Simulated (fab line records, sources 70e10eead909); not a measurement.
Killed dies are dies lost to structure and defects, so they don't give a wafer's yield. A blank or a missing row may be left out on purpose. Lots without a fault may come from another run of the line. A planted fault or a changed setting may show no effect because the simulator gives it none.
Problem report in the 8D (eight disciplines) form, filled by code | flow nand_harc | the parts of the form that need people (team, actions taken, sign-off) are left out

1. THE PROBLEM
heater_power_total_W at NHARC_A_M0_SOFTBAKE_04 reads a mean of 323.27 W on 2 wafers of 2 lots; wafers without a fault read 188.45 W with a standard deviation of 0.13. That is +99 or more standard deviations from the usual mean.
The step: time 55 s.
First seen on wafer L336.6, day 25 00:00, on litho_track-01. The record holds 39 wafers of 13 lots with a number at this step. Rule for "out", or "out of limits": more than 4 standard deviations from the usual mean. The other wafers with a number count as sound.

2. WHAT IT IS AND WHAT IT IS NOT
question                    | is                   | is not
which readings at this step | heater_power_total_W | -
which lots                  | L336, L338           | L332, L333, L335, L345, L346, L347, L349, L350, L351, L353, L354
which wafers of those lots  | L336.6, L338.1       | L336.3, L336.5, L338.2, L338.3
read on which tools         | litho_track-01       | litho_track-04, litho_track-06
when                        | from day 25 00:00    | up to then (11 sound wafers); but 26 sound wafers of L338, L345, L346, L347, L349, L350, L351, L353, L354 came after

3. SUSPECTS, AND WHAT RULES EACH OUT
Counting: a tool at a process step up to the reading stays a suspect if it ran every lot that is out. Sound lots after the first of them don't rule it out here, since some wafers of a struck lot are sound.
- litho_track-01 at NHARC_A_M0_SOFTBAKE_04 (time 55 s): kept. It ran every lot that is out, first L336 (day 25 00:00); its last sound lot up to then is L335 (day 24 08:00). Its own readings are out on those wafers: heater_power_total_W.
Left after counting: litho_track-01 at NHARC_A_M0_SOFTBAKE_04.

4. THE CAUSE (what the simulator had put in)
Process parameter drift: litho_track-01, from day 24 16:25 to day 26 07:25, at NHARC_A_M0_SOFTBAKE_04. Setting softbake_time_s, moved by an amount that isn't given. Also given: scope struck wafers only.
Counting left only this tool.

5. THE CHAIN OF EFFECTS, in route order
Each row: a reading whose mean over the struck wafers that have a number lies more than 3 standard deviations from the usual. Only readings for which the record gives a usual standard deviation are gone through. hours: the time from each lot's start at the first step in this table that gives one to its start at this step, as a median over the lots. sigmas: the change in usual standard deviations.
hours | step                   | reading              | usual    | on struck wafers | change  | sigmas
0     | NHARC_A_M0_SOFTBAKE_04 | heater_power_total_W | 188.45 W | 323.27           | +134.82 | +99 or more
The process steps in it:
- NHARC_A_M0_SOFTBAKE_04: time 55 s.

6. WHAT WOULD HAVE CAUGHT IT SOONER
In this record the first reading out of limits was taken at day 25 00:00, 8 hours after the fault began at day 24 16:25.
